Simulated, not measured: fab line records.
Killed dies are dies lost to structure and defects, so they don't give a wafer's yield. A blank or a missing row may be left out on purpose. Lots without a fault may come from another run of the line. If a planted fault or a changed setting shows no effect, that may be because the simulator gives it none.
fab line records	flow n5-finfet
record: lots: 5	wafers: 15	last-day: 18
route steps=1938 shown MOL_CONTACT_COAG@587 BEOL_M4@1111 PASSIVATION@1936
lots untouched by any fault: they come from a run of this same line in which no faults occurred
start-h: start of the lot's first displayed wafer, in hours after the record's first day	wait-h: hours elapsed since this lot's preceding step	" same as the row above	L1.1+2: a single row standing in for several wafers	- value missing, or start not given	* or withheld: withheld	< > ~ a bound
route shown NAME@n: names a module that has steps shown in the file, with the first one's number in the route	usual: mean/standard deviation of fault-free wafers	same: alike in all rows	chamber/n: place in a boat	sites: readings site by site	_std_site: how widely they spread, as a standard deviation	_edge_site: mean of outer sites minus mean of inner sites	radius-mm: for every site, how far away it sits from the centre of the wafer	mask NAME#n: copy n	behind: the last tool/chamber to shape the wafer	hold: why the lot was held/for how many hours/how that ended	device: whichever transistor did not switch (one of n, p or np)	end of line: tests run on the same wafers once the route is complete	a step without rows: its recipe alone	killed: dies lost to structure and defects at the first sort, not the wafer's yield	map: dies across one wafer; x = killed, . = not, _ = none there
set.NAME: setting as actually run; set.NAME@STEP: the setting as run at that earlier step	model.NAME: the simulator's own value behind a step, which no gauge read
lots at selected steps of the route; one table per step, one row per wafer
services: the hour from which a tool's chamber was out of use, counted from the record's first day as start-h (under 0 if before that day), plus the number of hours and why
== steps ==
step: N5_MOL_CONTACT_COAG_STRIP_96
recipe: chemistry: N2/H2	power-w: 500	temp-c: 40	pressure-mtorr: 50	rf-frequency-hz: 6e+07	overash-fraction: 0.3	bias-power-w: 28	h2-frac: 0.5	n2-flow-sccm: 300	h2-flow-sccm: 300
step: N5_MOL_CONTACT_COAG_ETCH_47
recipe: chemistry: CH3F/O2	target: SiNx	target-depth-a: 270	mask-material: SiO2	stop-on: W	over-etch-frac: 0.2	ion-energy-ev: 120	endpoint: OES-CN	pressure-mtorr: 30	source-w: 395	bias-w: 73	Ar_flow_sccm: 150	CH3F_flow_sccm: 30	O2_flow_sccm: 20	ends: end-point
step: N5_MOL_CONTACT_COAG_STRIP_119
recipe: chemistry: N2/H2	time-s: 30	power-w: 1000	temp-c: 250	pressure-mtorr: withheld	n2-flow-sccm: 1750	h2-flow-sccm: 3250
step: N5_MOL_CONTACT_COAG_PRECLEAN_144
recipe: chemistry: alkaline-clean	temp-c: 60	time-s: 60	do-ppb: 50
step: N5_MOL_CONTACT_COAG_SRD_145
recipe: dry: ipa-marangoni	time-s: 30	temp-c: 23	rinse-liquid: diw
step: N5_MOL_CONTACT_COAG_COAT_62
recipe: resist: SOC	temp-c: 250	time-s: 60	spin-rpm: 1500	resist-thk-nm: 60
step: N5_MOL_CONTACT_COAG_COAT_63
recipe: resist: SiARC	temp-c: 220	time-s: 60	spin-rpm: 1500	resist-thk-nm: 10
step: N5_MOL_CONTACT_COAG_COAT_64
recipe: resist: underlayer	temp-c: 205	time-s: 60	spin-rpm: 1500	resist-thk-nm: 10
step: N5_MOL_CONTACT_COAG_COAT_34
recipe: resist: CAR-EUV	spin-rpm: 1500	resist-thk-nm: 40
step: N5_MOL_CONTACT_COAG_EBR_36
recipe: solvent: PGMEA	ebr-width-mm: 1.5
step: N5_MOL_CONTACT_COAG_SOFTBAKE_35
recipe: temp-c: 110	time-s: 60	resist: CAR-EUV
step: N5_MOL_CONTACT_COAG_EXPOSE_37
recipe: mask-id: VD	na: 0.33	source-shape: annular	sigma-inner: 0.3	sigma-outer: 0.7	polarization: unpolarized	defocus-nm: 0	dose-mj: 62
usual: exposure-dose-mJ-cm2: 62.8/0.76
lot.wafer	tool	chamber	start-h	wait-h	mask	exposure-dose-mJ-cm2
L635.2	euv-scanner-02	0	149.96	-	VD#0	63.5
L635.3	"	0	"	"	VD#0	63.5
L635.6	"	0	"	"	VD#0	63.4
L637.1	euv-scanner-02	0	155.75	-	VD#0	68.3
L637.2	"	0	"	"	VD#0	68.3
L637.5	"	0	"	"	VD#0	68.3
L638.2	euv-scanner-02	0	164.74	-	VD#0	67.2
L638.4	"	0	"	"	VD#0	67.1
L638.6	"	0	"	"	VD#0	67.2
L641.3	euv-scanner-02	0	186.75	-	VD#0	66.5
L641.4	"	0	"	"	VD#0	66.5
L641.6	"	0	"	"	VD#0	66.5
L650.1	euv-scanner-01	0	239.06	-	VD#0	61.9
L650.2	"	0	"	"	VD#0	61.7
L650.5	"	0	"	"	VD#0	61.9
step: N5_MOL_CONTACT_COAG_PEB_38
recipe: peb-temp-c: 100	peb-time-s: 60	resist: CAR-EUV
step: N5_MOL_CONTACT_COAG_DEVELOP_39
recipe: develop-time-s: 30	developer: TMAH	resist: CAR-EUV	rinse-liquid: surfactant-rinse	dry: air-spin	dev-temp-c: 23
step: N5_MOL_CONTACT_COAG_CD_MEAS_40
recipe: target-cd-nm: 25.1	landing-energy-ev: 500	detector: se-inlens	polarity: opening
usual: cd-nm: 25.09/0.25
lot.wafer	tool	chamber	start-h	wait-h	cd-nm
L635.2	cd-sem-02	0	150.10	-	25.52
L635.3	"	0	"	"	24.89
L635.6	"	0	"	"	25.23
L637.1	cd-sem-02	0	155.90	-	26.22
L637.2	"	0	"	"	26.67
L637.5	"	0	"	"	26.07
L638.2	cd-sem-02	0	164.88	-	26.14
L638.4	"	0	"	"	26.57
L638.6	"	0	"	"	26.27
L641.3	cd-sem-01	0	186.88	-	25.99
L641.4	"	0	"	"	26.36
L641.6	"	0	"	"	26.32
L650.1	cd-sem-01	0	239.21	-	25.18
L650.2	"	0	"	"	25.07
L650.5	"	0	"	"	24.81
step: N5_MOL_CONTACT_COAG_DESCUM_45
recipe: chemistry: O2	time-s: 7	source-power-w: 50	bias-power-w: 20	pressure-mtorr: 20	rf-frequency-hz: 2.712e+07	temp-c: 40	resist: CAR-EUV	o2-flow-sccm: 225
step: N5_MOL_CONTACT_COAG_ETCH_65
recipe: chemistry: N2/H2	target: underlayer	target-depth-a: 130	mask-material: CAR-EUV	time-s: 10.4	ion-energy-ev: 200	pressure-mtorr: 30	source-w: 840	bias-w: 150	n2-flow-sccm: 200	h2-flow-sccm: 200	ends: cleared
step: N5_MOL_CONTACT_COAG_ETCH_66
recipe: chemistry: CF4	target: SiARC	target-depth-a: 130	mask-material: CAR-EUV	time-s: 21.7	ion-energy-ev: 80	pressure-mtorr: 40	source-w: 545	bias-w: 36	Ar_flow_sccm: 100	cf4-flow-sccm: 100	ends: cleared
step: N5_MOL_CONTACT_COAG_ALD_133
recipe: material: SiO2	target-thk-a: 50	temp-c: 100	ald-precursor-family: BDEAS	ald-co-reactant: O2-plasma	pulse-time-s: 1	co-reactant-pulse-time-s: 1	purge-time-s: 2	co-reactant-purge-time-s: 2	ald-cycles: 35	pressure-torr: 2
step: N5_MOL_CONTACT_COAG_ETCHBACK_134
recipe: chemistry: CHF3	target: SiO2	target-depth-a: 100	time-s: 6.7	ion-energy-ev: 200	pressure-mtorr: 30	source-w: 610	bias-w: 170	Ar_flow_sccm: 200	CHF3_flow_sccm: 50
step: N5_MOL_CONTACT_COAG_ETCH_67
recipe: chemistry: N2/H2	target: SOC	target-depth-a: 600	overetch-a: 210	mask-material: SiARC	temp-c: 40	time-s: 101.2	ion-energy-ev: 200	pressure-mtorr: 30	source-w: 840	bias-w: 150	n2-flow-sccm: 200	h2-flow-sccm: 200
step: N5_MOL_CONTACT_COAG_STRIP_68
recipe: chemistry: N2/H2	temp-c: 40	n2-flow-sccm: 200	h2-flow-sccm: 200	rf-frequency-hz: 6e+07
step: N5_MOL_CONTACT_COAG_STRIP_69
recipe: chemistry: N2/H2	temp-c: 40	n2-flow-sccm: 200	h2-flow-sccm: 200	rf-frequency-hz: 6e+07
step: N5_MOL_CONTACT_COAG_ETCHBACK_136
recipe: chemistry: CHF3	target: SiO2	target-depth-a: 250	time-s: 16.7	ion-energy-ev: 200	pressure-mtorr: 30	source-w: 610	bias-w: 170	Ar_flow_sccm: 200	CHF3_flow_sccm: 50
step: N5_MOL_CONTACT_COAG_STRIP_120
recipe: chemistry: CHF3	resist: SiARC	rf-frequency-hz: 6e+07
step: N5_MOL_CONTACT_COAG_VIA_ETCH_117
recipe: chemistry: C4F6/O2	target-depth-a: 400	overetch-a: 80	mask-material: SOC	target: SiO2	bias-w: 455	pressure-mtorr: 10	time-s: 26	source-w: 325	Ar_flow_sccm: 300	C4F6_flow_sccm: 10	O2_flow_sccm: 10	ion-energy-ev: 575.3	ends: end-point
step: N5_MOL_CONTACT_COAG_ETCH_124
recipe: chemistry: CH3F/O2	target: SiNx	target-depth-a: 65	mask-material: SOC	stop-on: SiOC	over-etch-frac: 0.3	ion-energy-ev: 120	pressure-mtorr: 30	source-w: 395	bias-w: 73	Ar_flow_sccm: 150	CH3F_flow_sccm: 30	O2_flow_sccm: 20	ends: end-point
step: N5_MOL_CONTACT_COAG_ETCH_48
recipe: chemistry: C4F6/O2	target-depth-a: 150	overetch-a: 45	mask-material: SOC	target: SiOC	bias-w: 465	pressure-mtorr: 10	time-s: 17	source-w: 335	Ar_flow_sccm: 300	C4F6_flow_sccm: 10	O2_flow_sccm: 10	ion-energy-ev: 576
step: N5_MOL_CONTACT_COAG_STRIP_72
recipe: chemistry: N2/H2	power-w: 450	temp-c: 40	pressure-mtorr: 20	rf-frequency-hz: 6e+07	overash-fraction: 3	bias-power-w: 7	h2-frac: 0.5	n2-flow-sccm: 200	h2-flow-sccm: 200
step: N5_MOL_CONTACT_COAG_STRIP_49
recipe: chemistry: N2/H2	time-s: 30	power-w: 1000	temp-c: 250	pressure-mtorr: withheld	n2-flow-sccm: 1750	h2-flow-sccm: 3250
step: N5_MOL_CONTACT_COAG_PRECLEAN_138
recipe: chemistry: alkaline-clean	temp-c: 60	time-s: 60	do-ppb: 50
step: N5_MOL_CONTACT_COAG_SRD_139
recipe: dry: ipa-marangoni	time-s: 30	temp-c: 23	rinse-liquid: diw
step: N5_MOL_CONTACT_COAG_PRE_CLEAN_121
recipe: gas: H2/He	time-s: *	temp-c: withheld
step: N5_MOL_CONTACT_COAG_CVD_140
recipe: material: W	target-thk-a: 665	mode: selective-fill	temp-c: 300	time-s: 215
step: N5_MOL_CONTACT_COAG_PRECLEAN_127
recipe: chemistry: DIW	time-s: 57.5	temp-c: 23
step: N5_MOL_CONTACT_COAG_SRD_128
recipe: dry-time-s: 32	dry: n2-spin	spin-rpm: 1500
step: N5_MOL_CONTACT_COAG_CMP_52
recipe: stop-on: SiO2	t-overpolish-s: 1.5	post-cmp-clean: w-dilute-nh4oh	down-force-psi: 4	platen-rpm: 50.289	pad-velocity-m-s: 1.0006	target-thk-nm: 66.5
step: N5_BEOL_M4_RC_MEAS_101
usual: CJ_N: 4.36/0.095	DIBL_N: 37.0/2.3	DIBL_P: 37.3/2.8	IOFF_N: 0.17/0.046	IOFF_N_85C: 3.3/0.74	IOFF_P: 0.23/0.054	ION_N: 675/14	ION_P: 460/9.3	RS_PWELL: 3006/23	SS_N: 71.7/0.73	SS_P: 73.6/0.95	VT_N: 249/3.9	VT_P: -250/3.9
lot.wafer	tool	chamber	start-h	wait-h	CJ_N	DIBL_N[mV/V]	DIBL_P[mV/V]	IOFF_N[nA/um]	IOFF_N_85C[nA/um]	IOFF_P[nA/um]	ION_N[uA/um]	ION_P[uA/um]	RS_PWELL[ohm/sq]	SS_N[mV/dec]	SS_P[mV/dec]	VT_N[mV]	VT_P[mV]
L635.2	prober-01	0	222.07	0.2	4.32	38.3	39.4	0.18	3.4	0.25	682	467	3011	71.4	74.4	250	-247
L635.3	"	0	"	"	4.33	34.8	35.4	0.12	2.4	0.18	660	459	3019	71.0	72.6	251	-253
L635.6	"	0	"	"	4.27	34.6	34.6	0.11	2.3	0.17	643	453	3025	70.5	72.4	258	-253
L637.1	prober-01	0	225.37	0.0	1.89	54.0	35.2	1.45	20.2	0.23	698	471	3171	91.4	72.9	247	-246
L637.2	"	0	"	"	1.82	41.0	35.9	0.29	5.2	0.24	682	469	3155	75.2	74.1	249	-250
L637.5	"	0	"	"	1.90	48.8	33.5	0.80	12.4	0.19	682	466	3169	85.5	73.2	249	-250
L638.2	prober-01	0	235.57	0.2	1.83	49.1	37.4	0.73	10.8	0.23	680	455	3146	83.4	74.5	249	-248
L638.4	"	0	"	"	1.94	54.2	34.4	1.33	18.0	0.17	684	452	3174	92.2	72.6	249	-254
L638.6	"	0	"	"	1.94	57.8	35.2	1.87	23.9	0.18	683	457	3147	96.2	72.4	246	-251
L641.3	prober-01	0	281.14	0.3	4.47	38.5	37.5	0.20	3.8	0.25	667	458	2992	72.4	74.2	248	-251
L641.4	"	0	"	"	4.27	36.1	36.0	0.15	3.0	0.22	680	468	3018	71.8	72.6	248	-246
L641.6	"	0	"	"	4.41	39.4	38.4	0.20	3.7	0.25	664	449	3055	73.3	74.2	250	-249
L650.1	prober-01	0	317.82	0.0	4.31	38.0	41.1	0.18	3.5	0.23	674	454	3003	72.3	74.7	250	-254
L650.2	"	0	"	"	4.38	38.0	40.4	0.19	3.6	0.21	681	459	3035	72.0	73.8	250	-251
L650.5	"	0	"	"	4.44	37.7	39.3	0.19	3.6	0.20	666	449	3000	72.0	74.9	249	-256
step: N5_PASSIVATION_PROBE_49
usual: defect-limited-yield: 91.5/1.3	killed_at_M0_to_M3: 36/10	killed_at_M4_up: 13/4.7	killed-at-contacts: 13/6.7	killed-at-front-end: 37/9.7	killed-at-other: 2.6/2.3	killed-dies: 101/15	killed-open: 67/12	killed-short: 32/6.7	sort_bin_4_leakage: 0.0/0.31	sort_bin_5_function: 5.0/0.89	sort_bin_6_memory: 3.2/0.63	sort-n-pass: 1079/16	sort-yield-pct: 91.4/1.4
same: gross-dies: 1180	killed-at-back-side: 0	sort_bin_8_speed[%]: 0
lot.wafer	tool	chamber	start-h	wait-h	defect-limited-yield[%]	killed_at_M0_to_M3	killed_at_M4_up	killed-at-contacts	killed-at-front-end	killed-at-other	killed-dies	killed-open	killed-short	sort_bin_4_leakage[%]	sort_bin_5_function[%]	sort_bin_6_memory[%]	sort-n-pass	sort-yield-pct[%]
L637.1	prober-02	-	343.00	0.0	91.7	29	12	20	36	1	98	69	29	91.7	4.4	3.2	0	0
L637.2	prober-02	-	343.05	0.1	91.6	42	20	9	28	0	99	67	31	0.2	4.4	3.8	1079	91.4
L637.5	prober-02	-	343.20	0.2	90.4	53	15	15	26	4	113	82	31	89.8	6.3	3.2	7	0.6
L635.2	prober-01	-	343.95	0.1	91.3	37	14	21	30	1	103	65	38	0	4.7	3.5	1077	91.3
L635.3	prober-01	-	344.00	0.1	92.8	38	9	18	19	1	85	58	27	0	5.6	1.4	1095	92.8
L635.6	prober-01	-	344.15	0.3	93.3	41	13	8	16	1	79	55	24	0	4.3	2.3	1101	93.3
L638.2	prober-02	-	349.44	0.1	89.8	47	16	23	34	0	120	82	37	87.9	6.0	3.8	23	1.9
L638.4	prober-02	-	349.54	0.2	91.6	34	21	14	28	2	99	68	30	91.6	3.9	4.1	0	0
L638.6	prober-02	-	349.64	0.3	82.2	33	20	16	141	0	210	66	30	82.2	11.3	3.9	0	0
L641.3	prober-01	-	386.76	0.1	88.1	52	16	23	48	2	141	98	41	0	6.8	4.7	1039	88.1
L641.4	prober-01	-	386.81	0.2	89.6	43	8	17	55	0	123	81	42	0	6.5	3.4	1057	89.6
L641.6	prober-01	-	386.91	0.3	92.3	37	11	11	31	1	91	61	24	0	3.8	3.3	1089	92.3
L650.1	prober-02	-	437.77	0.9	90.3	53	17	11	32	1	114	80	34	0	5.7	3.6	1066	90.3
killed by level:class
L637.1 MOL_CONTACT_COAG:geometric-particle:open=17 BEOL_M2:geometric-particle:open=15 FIN_SAQP:geometric-particle:open=8 BEOL_M0_SAQP:geometric-particle:short=8 STI_FIN_REVEAL:geometric-particle:open=7 FIN_SAQP:geometric-particle:short=6 DUMMY_GATE:geometric-particle:open=4 BEOL_M5:geometric-particle:open=4
L637.2 BEOL_M4:geometric-particle:open=14 BEOL_M0_SAQP:geometric-particle:open=11 BEOL_M0_SAQP:geometric-particle:short=10 BEOL_M2:geometric-particle:open=8 MOL_CONTACT_COAG:geometric-particle:open=7 GATE_CUT:geometric-particle:short=6 FIN_SAQP:geometric-particle:open=5 FIN_SAQP:geometric-particle:short=5
L637.5 BEOL_M0_SAQP:geometric-particle:open=21 MOL_CONTACT_COAG:geometric-particle:open=14 BEOL_M0_SAQP:geometric-particle:short=10 BEOL_M2:geometric-particle:open=9 FIN_SAQP:geometric-particle:open=8 BEOL_M1:geometric-particle:open=8 BEOL_M2:geometric-particle:short=5 BEOL_M8:geometric-particle:open=4
L635.2 MOL_CONTACT_COAG:geometric-particle:open=16 BEOL_M0_SAQP:geometric-particle:short=12 FIN_SAQP:geometric-particle:open=9 BEOL_M0_SAQP:geometric-particle:open=9 FIN_SAQP:geometric-particle:short=8 MOL_CONTACT_COAG:geometric-particle:short=5 BEOL_M3:geometric-particle:open=5 GATE_CUT:geometric-particle:short=4
L635.3 MOL_CONTACT_COAG:geometric-particle:open=16 BEOL_M2:geometric-particle:open=9 STI_FIN_REVEAL:geometric-particle:open=6 BEOL_M0_SAQP:geometric-particle:short=6 BEOL_M0_SAQP:geometric-particle:open=6 BEOL_M3:geometric-particle:open=5 STARTING-WAFER:geometric-particle:short=5 GATE_CUT:geometric-particle:short=4
L635.6 BEOL_M3:geometric-particle:open=10 BEOL_M0_SAQP:geometric-particle:open=9 BEOL_M0_SAQP:geometric-particle:short=7 BEOL_M2:geometric-particle:open=6 MOL_CONTACT_COAG:geometric-particle:open=5 GATE_CUT:geometric-particle:open=4 STARTING-WAFER:geometric-particle:open=4 MOL_CONTACT_COAG:geometric-particle:short=3
L638.2 MOL_CONTACT_COAG:geometric-particle:open=17 STI_FIN_REVEAL:geometric-particle:open=14 BEOL_M0_SAQP:geometric-particle:short=12 BEOL_M0_SAQP:geometric-particle:open=11 BEOL_M4:geometric-particle:open=8 BEOL_M3:geometric-particle:open=8 MOL_CONTACT_COAG:geometric-particle:short=6 STI_FIN_REVEAL:geometric-particle:short=4
L638.4 MOL_CONTACT_COAG:geometric-particle:open=10 BEOL_M0_SAQP:geometric-particle:short=9 BEOL_M3:geometric-particle:open=9 STI_FIN_REVEAL:geometric-particle:open=8 BEOL_M4:geometric-particle:open=8 BEOL_M2:geometric-particle:open=6 DUMMY_GATE:geometric-particle:open=5 MOL_CONTACT_COAG:geometric-particle:short=4
L638.6 SD_EPI_P:unspecified=100 BEOL_M4:geometric-particle:open=15 MOL_CONTACT_COAG:geometric-particle:open=13 HKMG_FIN:area-etch=9 STI_FIN_REVEAL:geometric-particle:open=8 BEOL_M2:geometric-particle:open=7 BEOL_M2:geometric-particle:short=6 BEOL_M1:geometric-particle:open=5
L641.3 MOL_CONTACT_COAG:geometric-particle:open=21 STI_FIN_REVEAL:geometric-particle:open=14 BEOL_M0_SAQP:geometric-particle:open=12 BEOL_M0_SAQP:geometric-particle:short=8 BEOL_M1:geometric-particle:open=8 BEOL_M2:geometric-particle:open=8 FIN_SAQP:geometric-particle:open=7 FIN_SAQP:geometric-particle:short=7
L641.4 STI_FIN_REVEAL:geometric-particle:open=13 BEOL_M0_SAQP:geometric-particle:short=13 FIN_SAQP:geometric-particle:short=12 FIN_SAQP:geometric-particle:open=12 BEOL_M0_SAQP:geometric-particle:open=12 MOL_CONTACT_COAG:geometric-particle:open=11 MOL_CONTACT_COAG:geometric-particle:short=6 BEOL_M1:geometric-particle:open=6
L641.6 MOL_CONTACT_COAG:geometric-particle:open=9 BEOL_M0_SAQP:geometric-particle:open=9 BEOL_M0_SAQP:geometric-particle:short=8 STI_FIN_REVEAL:geometric-particle:open=7 BEOL_M3:geometric-particle:open=7 HKMG_FIN:area-etch=5 BEOL_M0:geometric-particle:open=4 BEOL_M2:geometric-particle:open=4
L650.1 BEOL_M3:geometric-particle:open=11 MOL_CONTACT_COAG:geometric-particle:open=9 BEOL_M1:geometric-particle:open=8 BEOL_M2:geometric-particle:open=8 BEOL_M0_SAQP:geometric-particle:open=7 BEOL_M1:geometric-particle:short=6 STARTING-WAFER:geometric-particle:open=6 FIN_SAQP:geometric-particle:open=5
map L637.5 (x killed, . not)
_________________............________________
______________......x..........._____________
___________...............x........__________
__________x.....x.........x.x.x....._________
________.....x........................_______
_______............x.......x...x.......______
______................x....x............_____
_____.x....x..x...........x..............____
____...............x........x.............___
___..............x.........................__
___.....x...x........x..................xx.__
__.........x.x...xx.......x................x_
__...................................x..x..._
_..x..x...........................x.....x....
_x............x.......x.....x................
_...x.x........x.x........x..................
_.....x..x.........x......x...x..............
_.................x.............x....x...x...
_.xx..................x............x.x.......
_.........x....xx...........x.x.....x........
_..x....x...........................x........
__.....x......x.....................x.x....._
__.........................................._
___............x...............x.....x.....__
___...x...x....x....x.....x...............x__
____..x.....x........x..............xx....___
_____x..x.................xx.......x..x..____
______.x..xx...x.....x.............x...._____
_______....................x....x......______
________....xx.....x.................._______
__________x...x....................._________
___________........x...........x...__________
______________...x.xx.......x..._____________
_________________........x...________________
map L638.6 (x killed, . not)
_________________............________________
______________.......x.........x_____________
___________.............x...x.x.x..__________
__________...x........x.x..........x_________
________............x.............x..._______
_______.......x......................x.______
______......x.......x..............x...._____
_____...xx.x.............................____
____....x............x...x.........x....x.___
___...x.......x.............x...........x..__
___..x.....x.........................xx...x__
__x.............x.................x.x......._
__...x.......................x.............._
_x..................xx...x........x......x..x
_...x........................................
_...x....x...x.............xxx....x.......x..
_.....x.x...........x..x...xx..........xx....
_............................x.x.x.........x.
_...x...x......x.....x....xxxxxxx.x.x..x...x.
_......x................xxxxxxxxxxx.........x
_.........x............xx.xxxxxxxx....x......
__...............x......xxxxxxxxxxx.x......._
__....................xx.xxxxxxxxxx...x....x_
___..x..........x.......xxxxxxxxxx.xx..xx..__
___.....................xxxxxxxxxxxxx......__
____................x..xx.xx.x.xxxx.......___
_____.............x.......x.xxxxx.x.x....____
______................x....xxx.x..x..xx._____
_______x.......x............x..x.x...x.______
________x.....x.........x..........x.._______
__________.................x........_________
___________......x.x...x........xx.__________
______________...x.............._____________
_________________..x...x.....________________
== services ==
tool	chamber	start-h	hours	kind
euv-scanner-02	-	145.00	0.2	repair
euv-scanner-02	-	146.10	1.0	pm
euv-scanner-02	-	156.87	0.9	repair
euv-scanner-01	-	164.40	1.0	pm
euv-scanner-01	-	176.14	1.4	repair
euv-scanner-01	-	182.92	0.5	repair
euv-scanner-02	-	196.67	4.6	pm
euv-scanner-02	-	202.25	1.0	pm
euv-scanner-01	-	204.96	12.0	pm
euv-scanner-02	0	219.42	-	calibration
euv-scanner-01	-	220.55	1.0	pm
euv-scanner-02	-	235.44	0.3	repair
== key ==
first-sign: step: N5_MOL_CONTACT_COAG_EXPOSE_37	reading: exposure-dose-mJ-cm2	direction: up	sigmas: 5.9	usual: 62.8	struck: 67.3
effect: step: N5_MOL_CONTACT_COAG_CD_MEAS_40	reading: cd-nm	direction: up	sigmas: 4.9	usual: 25.09	struck: 26.29	through: control-loop
effect: step: N5_BEOL_M4_RC_MEAS_101	reading: CJ_N	direction: down	sigmas: 17	usual: 4.36	struck: 2.72	wafers-moved: 6
effect: step: N5_BEOL_M4_RC_MEAS_101	reading: SS_N	direction: up	sigmas: 15	usual: 71.7	struck: 82.4	wafers-moved: 6
effect: step: N5_BEOL_M4_RC_MEAS_101	reading: IOFF_N	direction: up	sigmas: 13	usual: 0.17	struck: 0.78	wafers-moved: 6
effect: step: N5_BEOL_M4_RC_MEAS_101	reading: IOFF_N_85C	direction: up	sigmas: 11	usual: 3.3	struck: 11.2	wafers-moved: 6
effect: step: N5_BEOL_M4_RC_MEAS_101	reading: RS_PWELL	direction: up	sigmas: 4.8	usual: 3006	struck: 3114	wafers-moved: 6
effect: step: N5_BEOL_M4_RC_MEAS_101	reading: DIBL_N	direction: up	sigmas: 4.2	usual: 37.0	struck: 46.6	wafers-moved: 6
met-at N5_MOL_CONTACT_COAG_EXPOSE_37
struck-wafers L637.1,L637.2,L637.5,L638.2,L638.4,L638.6,L641.3,L641.4,L641.6
loop-trim: step: N5_MOL_CONTACT_COAG_EXPOSE_37	setting: dose	lots: L638,L641
onset-between 149.96 155.75
earlier-fault: kind: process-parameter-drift	tool: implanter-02	chamber: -	onset-h: 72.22	steps: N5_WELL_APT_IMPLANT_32	channel: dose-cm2	offset: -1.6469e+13	shape: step	acts-in: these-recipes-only	stated: 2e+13
earlier-fault: kind: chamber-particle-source	tool: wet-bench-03	chamber: 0	onset-h: 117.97	steps: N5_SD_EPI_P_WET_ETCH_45	rate-per-visit-cm2: 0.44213
fault: kind: process-parameter-drift	tool: euv-scanner-02	chamber: -	onset-h: 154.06	steps: N5_MOL_CONTACT_COAG_EXPOSE_37	channel: dose-mj	offset: 4.8406	shape: step	acts-in: these-recipes-only	stated: 62
loop-trim: a control loop set the setting to another value than it would have without faults
